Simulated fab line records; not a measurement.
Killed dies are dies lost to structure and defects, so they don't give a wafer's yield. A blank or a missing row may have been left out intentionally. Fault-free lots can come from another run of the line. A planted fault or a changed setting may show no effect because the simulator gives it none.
Which tool did it? -- flow n5Finfet -- 45 wafers from 15 lots sampled at 4 of the route's 1938 steps

WHAT THE GAUGES SHOWED, per wafer
Not one reading of a measure or inspect step in the record can be checked against a usual standard deviation.

WHAT TOOL EACH LOT RAN ON (gives the tool, then ch and the chambers of the sampled wafers, and finally the start)
lot,N5_BEOL_M13_PRE_CLEAN_42,N5_BEOL_M13_ANNEAL_48,N5_BEOL_M14_ILD_DEP_00,N5_BEOL_M14_EXPOSE_07
L920,"pvdSputter-02, day 12 00:32","rtpAnneal-01 ch 0, day 12 02:31","pecvd-03 ch 0,1, day 12 03:17","krfScanner-01 ch 0, day 12 03:44"
L924,"pvdSputter-02, day 12 04:23","rtpAnneal-01 ch 0, day 12 04:52","pecvd-03 ch 0,2, day 12 05:40","krfScanner-01 ch 0, day 12 06:07"
L922,"pvdSputter-01, day 12 07:15","rtpAnneal-02 ch 0, day 12 08:40","pecvd-02 ch 0,1, day 12 09:27","krfScanner-02 ch 0, day 12 09:53"
L923,"pvdSputter-02, day 12 14:11","rtpAnneal-01 ch 0, day 12 14:41","pecvd-04 ch 0,1,2, day 12 15:28","krfScanner-02 ch 0, day 12 15:47"
L925,"pvdSputter-03, day 12 15:30","rtpAnneal-02 ch 0, day 12 16:25","pecvd-03 ch 0, day 12 17:14","krfScanner-02 ch 0, day 12 17:38"
L927,"pvdSputter-03, day 13 12:04","rtpAnneal-02 ch 0, day 13 12:38","pecvd-03 ch 0,1, day 13 13:25","krfScanner-01 ch 0, day 13 13:44"
L929,"pvdSputter-01, day 14 03:29","rtpAnneal-02 ch 0, day 14 04:01","pecvd-03 ch 0,2, day 14 04:45","krfScanner-02 ch 0, day 14 05:12"
L931,"pvdSputter-03, day 14 04:05","rtpAnneal-02 ch 0, day 14 04:49","pecvd-02 ch 0,1,2, day 14 05:47","krfScanner-01 ch 0, day 14 06:13"
L930,"pvdSputter-01, day 14 13:56","rtpAnneal-01 ch 0, day 14 14:28","pecvd-04 ch 0,1, day 14 15:12","krfScanner-02, day 14 15:39"
L933,"pvdSputter-02, day 14 16:14","rtpAnneal-01 ch 0, day 14 16:53","pecvd-02 ch 0,1,2, day 14 17:40","krfScanner-02, day 14 17:59"
L932,"pvdSputter-02, day 14 19:17","rtpAnneal-01 ch 0, day 14 19:49","pecvd-04 ch 0,1, day 14 20:36","krfScanner-02, day 14 20:55"
L939,"pvdSputter-03, day 16 08:10","rtpAnneal-01 ch 0, day 16 08:48","pecvd-04 ch 1,2, day 16 09:35","krfScanner-02 ch 0, day 16 10:02"
L941,"pvdSputter-03, day 17 01:35","rtpAnneal-01 ch 0, day 17 03:04","pecvd-04 ch 0,2, day 17 03:48","krfScanner-01 ch 0, day 17 04:16"
L940,"pvdSputter-03, day 17 01:55","rtpAnneal-02 ch 0, day 17 03:20","pecvd-04 ch 0,1,2, day 17 04:05","krfScanner-01 ch 0, day 17 04:25"
L942,"pvdSputter-03, day 17 08:51","rtpAnneal-01 ch 0, day 17 09:23","pecvd-03 ch 0,2, day 17 10:08","krfScanner-02 ch 0, day 17 10:32"
- N5_BEOL_M13_PRE_CLEAN_42: time 30 s.
- N5_BEOL_M13_ANNEAL_48: time 90 s.
- N5_BEOL_M14_ILD_DEP_00: deposits SiO2 from TEOS/O2, target thk 1119.3 nm, time 237.4 s.
- N5_BEOL_M14_EXPOSE_07: exposes mask V13.

WHAT THE TOOLS THEMSELVES READ (means of the sampled wafers that have a number; where no wafer has one, the mark that the record gives instead)
N5_BEOL_M13_PRE_CLEAN_42. Usual: heaterPowerW reads 316 W (standard deviation 29).
lot,tool,heaterPowerW (W),flag
L920,pvdSputter-02,325,
L924,pvdSputter-02,326,
L922,pvdSputter-01,323,
L923,pvdSputter-02,342,
L925,pvdSputter-03,309,
L927,pvdSputter-03,313,
L929,pvdSputter-01,311,
L931,pvdSputter-03,309,
L930,pvdSputter-01,283,
L933,pvdSputter-02,357,
L932,pvdSputter-02,346,
L939,pvdSputter-03,315,
L941,pvdSputter-03,302,
L940,pvdSputter-03,303,
L942,pvdSputter-03,307,

N5_BEOL_M13_ANNEAL_48. Usual: wafer_temp_C_max reads 226.30 (standard deviation 0.26).
lot,tool,wafer_temp_C_max,flag
L920,rtpAnneal-01,226.50,
L924,rtpAnneal-01,226.30,
L922,rtpAnneal-02,226.47,
L923,rtpAnneal-01,226.35,
L925,rtpAnneal-02,226.25,
L927,rtpAnneal-02,226.45,
L929,rtpAnneal-02,226.31,
L931,rtpAnneal-02,226.31,
L930,rtpAnneal-01,226.05,
L933,rtpAnneal-01,226.18,
L932,rtpAnneal-01,226.32,
L939,rtpAnneal-01,226.17,
L941,rtpAnneal-01,226.20,
L940,rtpAnneal-02,226.15,
L942,rtpAnneal-01,226.11,

N5_BEOL_M14_ILD_DEP_00. Usual: heaterPowerW 590 W, standard deviation 140; showerheadPlenumPTorr 8.349 Torr, standard deviation 0.026; showerheadVppV 1850 V, standard deviation 100; throttleValvePct 18.5 %, standard deviation 1.1.
lot,tool,heaterPowerW (W),showerheadPlenumPTorr (Torr),showerheadVppV (V),throttleValvePct (%),flag
L920,pecvd-03,415,8.354,1868,20.3,
L924,pecvd-03,550,8.352,1924,19.6,
L922,pecvd-02,599,8.337,1780,18.6,
L923,pecvd-04,650,8.351,1834,17.6,
L925,pecvd-03,393,8.352,1884,19.8,
L927,pecvd-03,425,8.338,1884,20.2,
L929,pecvd-03,603,8.348,1924,19.3,
L931,pecvd-02,547,8.364,1832,18.3,
L930,pecvd-04,708,8.352,1930,17.5,
L933,pecvd-02,553,8.355,1833,18.2,
L932,pecvd-04,727,8.316,1898,17.7,
L939,pecvd-04,755,8.311,1772,17.7,
L941,pecvd-04,670,8.363,1761,17.2,
L940,pecvd-04,733,8.355,1821,17.5,
L942,pecvd-03,637,8.341,1944,19.3,

N5_BEOL_M14_EXPOSE_07. Usual: exposureDoseMJCm2 56.97, standard deviation 0.052; focusOffsetNm 0.1 nm, standard deviation 0.54.
lot,tool,exposureDoseMJCm2,focusOffsetNm (nm),flag
L920,krfScanner-01,56.91,0.5,
L924,krfScanner-01,57.00,-0.3,
L922,krfScanner-02,56.98,0.7,
L923,krfScanner-02,57.01,-0.0,
L925,krfScanner-02,56.94,-0.1,
L927,krfScanner-01,56.95,0.3,
L929,krfScanner-02,56.93,0.2,
L931,krfScanner-01,57.03,-0.8,
L930,krfScanner-02,-,-,OFF
L933,krfScanner-02,-,-,OFF
L932,krfScanner-02,-,-,OFF
L939,krfScanner-02,56.95,-0.2,
L941,krfScanner-01,57.01,-0.1,
L940,krfScanner-01,57.02,0.3,
L942,krfScanner-02,57.00,0.3,

THE ANSWER, worked out from the rows above alone
Rule: a lot counts as off when the mean over its wafers that have a number is more than 3 standard deviations away from the usual mean. A lot without any number at a reading at which 4 lots or more have one is off too. All remaining lots with rows at the step are treated as sound. After the gauges, taken in route order, come the tools' own readings; for these a lot's mean is taken, as printed above. At the first step where some lot is off, the reading lying furthest off is the one used; lots without a number count as furthest.
Off, at N5_BEOL_M14_EXPOSE_07 on exposureDoseMJCm2: L930, L933, L932. Without a number there: L930, L933, L932.
If a tool, at that step or one of the process steps before it, ran each lot that is off and ran no sound lot following the first of them, it fits. Not one of the candidates tried fits.

WHAT THE SIMULATOR PUT IN
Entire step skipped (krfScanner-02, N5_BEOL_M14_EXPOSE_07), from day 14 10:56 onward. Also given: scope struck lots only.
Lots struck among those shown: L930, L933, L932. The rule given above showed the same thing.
